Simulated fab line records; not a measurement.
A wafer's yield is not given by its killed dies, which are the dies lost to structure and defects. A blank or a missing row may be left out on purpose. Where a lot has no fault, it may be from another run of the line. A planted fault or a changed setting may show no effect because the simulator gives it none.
Which of the tools did it?	flow nandHarc	24 lots, 72 wafers sampled, at 3 steps of a route of 1302

WHAT THE GAUGES READ, wafer by wafer
NHARC_A_CONTACT_OVL_MEAS_09. Usual: overlayXNm -0.1 nm, standard deviation 0.86; overlayYNm 0.0 nm, standard deviation 0.79.
lot	measured	on	overlayXNm (nm)	overlayYNm (nm)	flag
L075	day 22 14:32	overlay-01	0.8 0.6 0.7	-0.6 -0.5 -0.8	
L074	day 22 21:59	overlay-01	-0.8 -0.4 0.5	-0.6 -0.6 -0.3	
L076	day 23 05:02	overlay-02	0.6 0.1 0.7	-1.2 -1.2 -1.6	
L079	day 23 11:05	overlay-01	1.2 1.2 0.8	-1.0 -0.8 -0.8	
L077	day 23 13:48	overlay-01	0.9 1.1 1.3	0.6 0.8 0.2	
L078	day 23 19:26	overlay-01	0.4 0.0 -0.2	1.2 1.5 1.3	
L081	day 24 21:04	overlay-01	0.8 0.7 0.9	0.7 0.6 0.4	
L080	day 24 22:39	overlay-01	0.2 -0.2 0.1	-0.6 -0.3 -0.4	
L082	day 25 13:12	overlay-01	-1.8 -1.9 -2.0	-0.8 -0.5 -0.1	
L083	day 26 01:34	overlay-02	-0.1 -0.3 -0.4	0.5 0.1 0.2	
L084	day 26 03:21	overlay-02	-0.5 -0.5 -0.4	-0.1 0.2 0.5	
L085	day 26 15:59	overlay-01	0.4 1.0 0.5	0.2 1.0 0.5	
L087	day 27 05:02	overlay-01	-0.5 0.0 -0.6	0.1 0.0 0.1	
L086	day 27 08:07	overlay-02	0.0 0.1 -0.1	0.1 -0.1 -1.0	
L088	day 28 02:02	overlay-01	0.5 0.5 0.0	0.6 -0.1 0.4	
L089	day 28 10:25	overlay-02	-0.1 -0.2 -0.3	-0.5 -0.1 -0.2	
L090	day 29 04:54	overlay-02	-1.4 -1.3 -1.1	-1.7 -0.9 -2.1	
L092	day 29 10:32	overlay-02	-2.2 -2.3 -1.8	1.8 1.0 1.3	
L091	day 29 13:33	overlay-01	-0.6 -0.9 -0.3	0.6 0.0 0.3	
L093	day 30 06:26	overlay-01	-0.1 -0.2 -0.6	1.8 1.7 1.3	
L095	day 30 12:11	overlay-01	-0.2 0.1 -0.1	0.7 0.5 0.7	
L094	day 30 13:08	overlay-01	-0.4 -0.3 -0.3	0.4 0.6 1.1	
L096	day 30 16:10	overlay-01	-0.2 -0.3 0.0	-0.9 -0.5 -1.0	
L097	day 31 05:31	overlay-02	1.0 0.8 0.7	0.0 -0.1 -0.1	

TOOL THAT RAN EACH LOT (tool first, then ch and the chambers of the sampled wafers, then the start)
lot	NHARC_A_CONTACT_ETCH_129	NHARC_A_CONTACT_DEP_85
L075	harCapEtch-02 ch 0,1, day 22 07:53	pecvd-03 ch 0,1,2, day 22 13:43
L074	harCapEtch-01 ch 0,1, day 22 14:50	pecvd-02 ch 0,1,2, day 22 21:18
L076	harCapEtch-01 ch 0,1, day 22 22:25	pecvd-03 ch 0,1,2, day 23 04:16
L079	harCapEtch-02 ch 0,1, day 23 05:45	pecvd-02 ch 0,2, day 23 10:17
L077	harCapEtch-01 ch 0,1, day 23 08:41	pecvd-02 ch 0,2, day 23 13:08
L078	harCapEtch-03 ch 0,1, day 23 14:15	pecvd-03 ch 0,1,2, day 23 18:38
L081	harCapEtch-02 ch 0, day 24 15:04	pecvd-02 ch 1,2, day 24 20:23
L080	harCapEtch-03 ch 0, day 24 16:51	pecvd-02 ch 0,2, day 24 21:50
L082	harCapEtch-02 ch 0,1, day 25 08:01	pecvd-04 ch 1,2, day 25 12:23
L083	harCapEtch-01 ch 0,1, day 25 20:14	pecvd-03 ch 1,2, day 26 00:53
L084	harCapEtch-03 ch 0,1, day 25 21:37	pecvd-04 ch 0,1, day 26 02:40
L085	harCapEtch-02 ch 0,1, day 26 09:02	pecvd-04 ch 0,1, day 26 15:19
L087	harCapEtch-01 ch 1, day 26 23:53	pecvd-02 ch 0,2, day 27 04:14
L086	harCapEtch-03 ch 0,1, day 27 02:54	pecvd-02 ch 0,2, day 27 07:18
L088	harCapEtch-02 ch 0,1, day 27 18:46	pecvd-03 ch 0,1,2, day 28 01:24
L089	harCapEtch-01 ch 0,1, day 28 05:09	pecvd-04 ch 0,1,2, day 28 09:41
L090	harCapEtch-03 ch 0,1, day 28 22:36	pecvd-02 ch 0,1,2, day 29 04:09
L092	harCapEtch-01 ch 0, day 29 03:41	pecvd-04 ch 0,2, day 29 09:45
L091	harCapEtch-02 ch 0,1, day 29 06:35	pecvd-03 ch 1,2, day 29 12:46
L093	harCapEtch-02 ch 0,1, day 29 23:30	pecvd-03 ch 0,1, day 30 05:38
L095	harCapEtch-01 ch 1, day 30 06:26	pecvd-02 ch 0,1, day 30 11:23
L094	harCapEtch-03 ch 0,1, day 30 07:14	pecvd-02 ch 0,1,2, day 30 12:21
L096	harCapEtch-01 ch 0,1, day 30 09:42	pecvd-02 ch 0,1,2, day 30 15:28
L097	harCapEtch-03 ch 0,1, day 31 00:20	pecvd-04 ch 1,2, day 31 04:44
- NHARC_A_CONTACT_ETCH_129: etches the open film in C4F8/O2/Ar, time 197 s, target depth 1918 nm.
- NHARC_A_CONTACT_DEP_85: deposits SiON, target thk 60 nm.

AS READ BY THE TOOLS THEMSELVES (means over the sampled wafers that have a number; for cases with no such wafer, the mark the record gives instead)
NHARC_A_CONTACT_DEP_85. Usual: chamberPressureTorr 3.501 Torr, standard deviation 0.0083; heaterPowerW 734 W, standard deviation 99.
lot	tool	chamberPressureTorr (Torr)	heaterPowerW (W)	flag
L075	pecvd-03	3.505	700	
L074	pecvd-02	3.498	735	
L076	pecvd-03	3.500	668	
L079	pecvd-02	3.505	665	
L077	pecvd-02	3.501	672	
L078	pecvd-03	3.498	690	
L081	pecvd-02	3.503	849	
L080	pecvd-02	3.497	697	
L082	pecvd-04	3.495	798	
L083	pecvd-03	3.501	731	
L084	pecvd-04	3.497	724	
L085	pecvd-04	3.501	729	
L087	pecvd-02	3.503	630	
L086	pecvd-02	3.491	655	
L088	pecvd-03	3.504	704	
L089	pecvd-04	3.504	798	
L090	pecvd-02	3.493	725	
L092	pecvd-04	3.505	821	
L091	pecvd-03	3.495	776	
L093	pecvd-03	3.509	666	
L095	pecvd-02	3.502	708	
L094	pecvd-02	3.498	734	
L096	pecvd-02	3.496	672	
L097	pecvd-04	3.498	879	

THE ANSWER, worked out from the rows above alone
Rule: a lot counts as off when the mean over its wafers that have a number is more than 3 standard deviations away from the usual mean. A lot without any number at a reading at which 4 lots or more have one is off too. Any other lot the step has rows for is counted as sound. After the gauges, taken in route order, come the tools' own readings; for these a lot's mean is taken, as printed above. At the first step where some lot is off, the reading lying furthest off is the one used; lots without a number count as furthest.
No lot is off at any reading shown: from this, nothing can be told.

WHAT WAS PUT IN BY THE SIMULATOR
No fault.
